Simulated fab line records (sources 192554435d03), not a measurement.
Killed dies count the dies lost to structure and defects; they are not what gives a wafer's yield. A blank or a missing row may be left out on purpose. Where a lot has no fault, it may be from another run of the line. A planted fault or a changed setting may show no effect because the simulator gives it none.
Comparing a struck lot with a sound one    flow n5 finfet    40 out of 1938 route steps
Sound: these wafers, L119.2, L119.3, L119.6. Struck: wafer L110.1 (left out: L110.3, L110.6 of the same lot, which were not struck); the cause appears at the end.
Each step with rows lists, per side, the tool, then ch with its chambers, then its first start. Under that, the readings that differ: sound wafers    struck wafers    difference of the means    sigmas: that difference in standard deviations of wafers without a fault.
alike: readings whose means differ by less than 2 such deviations, and words and numbers that are the same on both sides. not compared: withheld readings, readings that some wafer has no value for, bounds like >300 that may hide the same value, and numbers for which the record gives no deviation and whose values overlap.
A row with sigmas, a row that says differs or no value, or rows on one side alone: a step with any of these is where the two part. Non-overlapping numbers with no deviation appear without sigmas and do not part them. A reading missing from all wafers of one side parts the sides only when that side holds two or more wafers.

first, 12 steps without rows for these wafers: N5_HKMG_FIN_DESCUM_53 (chemistry O2, time 7.9 s); N5_HKMG_FIN_ETCH_54 (etches SiARC in CF4, target depth 45.5 nm, time 75.8 s); N5_HKMG_FIN_ETCH_55 (etches SOC in N2/H2, target depth 240 nm, time 300 s); N5_HKMG_FIN_STRIP_56 (strips in N2/H2); N5_HKMG_FIN_STRIP_57 (strips in CF4); N5_HKMG_FIN_ETCH_58 (etches SOC in N2/H2, target depth 215.8 nm, time 741 s); N5_HKMG_FIN_STRIP_93 (strips SOC in N2/H2, time 20 s); N5_HKMG_FIN_WET_ETCH_76 (etches Al2O3 in dNH4OH, stops on La2O3, target depth 2.25 nm, rinse time 30 s); N5_HKMG_FIN_STRIP_60 (strips in N2/H2, time 360 s); N5_HKMG_FIN_WET_ETCH_77 (etches La2O3 in dHCl, stops on HfO2, target depth 2 nm); N5_HKMG_FIN_WET_ETCH_78 (etches Al2O3 in dNH4OH, stops on La2O3, target depth 4.5 nm, rinse time 30 s); N5_HKMG_FIN_ALD_79 (deposits TiN, target thk 1.5 nm, pulse time 1 s, purge time 3 s).
N5_HKMG_FIN_CVD_62: deposits a-Si from Si2H6, target thk 3 nm, time 20.8 s.
  sound on thermal cvd si-01 ch 0,1, day 8 07:02; struck on thermal cvd si-02 ch 2, day 6 05:20
reading                                    sound                 struck  difference  sigmas
heater power w (W)                         1447 1550 1572        1009    -514        -4
susceptor temp C (C)                       500.33 500.49 500.01  469.42  -30.86      -99 or more
model.a-Si_of_HKMG_FIN_CVD_62.thk nm (nm)  3 3 3                 1.4     -1.6        
then, 25 steps without rows for these wafers: N5_HKMG_FIN_RTA_80 (time 2 s); N5_HKMG_FIN_PRECLEAN_64 (cleans in dHF, time 30 s); N5_HKMG_FIN_WET_ETCH_65 (etches a-Si in TMAH, stops on TiN, time 49 s, target depth 3 nm); N5_HKMG_FIN_WET_ETCH_81 (etches TiN in SC1, stops on HfO2, time 57 s, target depth 6 nm); N5_HKMG_FIN_WET_ETCH_82 (etches La2O3 in dHCl, stops on HfO2, target depth 2 nm, rinse time 30 s); N5_HKMG_FIN_ALD_36 (deposits TiN, target thk 1 nm, pulse time 1 s, purge time 3 s); N5_HKMG_FIN_PWFM_ALD_03 (deposits TiN, target thk 2 nm, pulse time 1 s, purge time 3 s); N5_HKMG_FIN_COAT_29 (time 60 s, resist thk 300 nm); N5_HKMG_FIN_COAT_30 (time 60 s, resist thk 35 nm); N5_HKMG_FIN_COAT_06 (resist thk 90 nm); N5_HKMG_FIN_EBR_08; N5_HKMG_FIN_SOFTBAKE_07 (time 60 s); N5_HKMG_FIN_EXPOSE_09 (exposes mask NWFM); N5_HKMG_FIN_PEB_10 (peb time 60 s); N5_HKMG_FIN_DEVELOP_11 (develop time 30 s); N5_HKMG_FIN_DESCUM_17 (chemistry O2, time 7.9 s); N5_HKMG_FIN_ETCH_31 (etches SiARC in CF4, target depth 45.5 nm, time 75.8 s); N5_HKMG_FIN_ETCH_32 (etches SOC in N2/H2, target depth 240 nm, time 300 s); N5_HKMG_FIN_STRIP_33 (strips in N2/H2); N5_HKMG_FIN_STRIP_34 (strips in CF4); N5_HKMG_FIN_ETCH_35 (etches SOC in N2/H2, target depth 215.8 nm, time 243.4 s); N5_HKMG_FIN_STRIP_92 (strips SOC in N2/H2, time 20 s); N5_HKMG_FIN_WET_ETCH_18 (etches TiN in SC1, time 55 s, target depth 5.2 nm, rinse time 30 s); N5_HKMG_FIN_STRIP_19 (strips in N2/H2, time 360 s); N5_HKMG_FIN_ALD_91 (deposits TiN, target thk 1 nm, pulse time 1 s, purge time 3 s).
-- a jump in the record: the struck wafers' starts before and after are 4 days apart (it breaks off in module HKMG_FIN and resumes in module BEOL_M4, where the first step shown is number 1111 of the route) --
N5_BEOL_M4_RC_MEAS_101:
  sound on prober-01 ch 0, day 12 02:46; struck on prober-02 ch 0, day 9 20:17
reading        sound              struck  difference  sigmas
EOT_N          10.55 10.44 10.39  10.87   +0.41       +4
EOT_P          10.49 10.41 10.40  10.78   +0.35       +4
ION_N (uA/um)  685 693 673        660     -24         -2
  alike: DIBL_N, DIBL_P, IOFF_N, IOFF_P, ION_P, SS_N, SS_P, VT_N, VT_P
following that, these wafers have no rows for 1 step: N5_PASSIVATION_PROBE_49.

## WHERE THEY PART
Last at N5_BEOL_M4_RC_MEAS_101 as far as this record goes, first at N5_HKMG_FIN_CVD_62.

WHY: whatever the simulator had introduced
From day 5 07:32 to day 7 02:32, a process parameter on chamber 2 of thermal cvd si-02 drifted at N5_HKMG_FIN_CVD_62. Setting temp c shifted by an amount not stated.
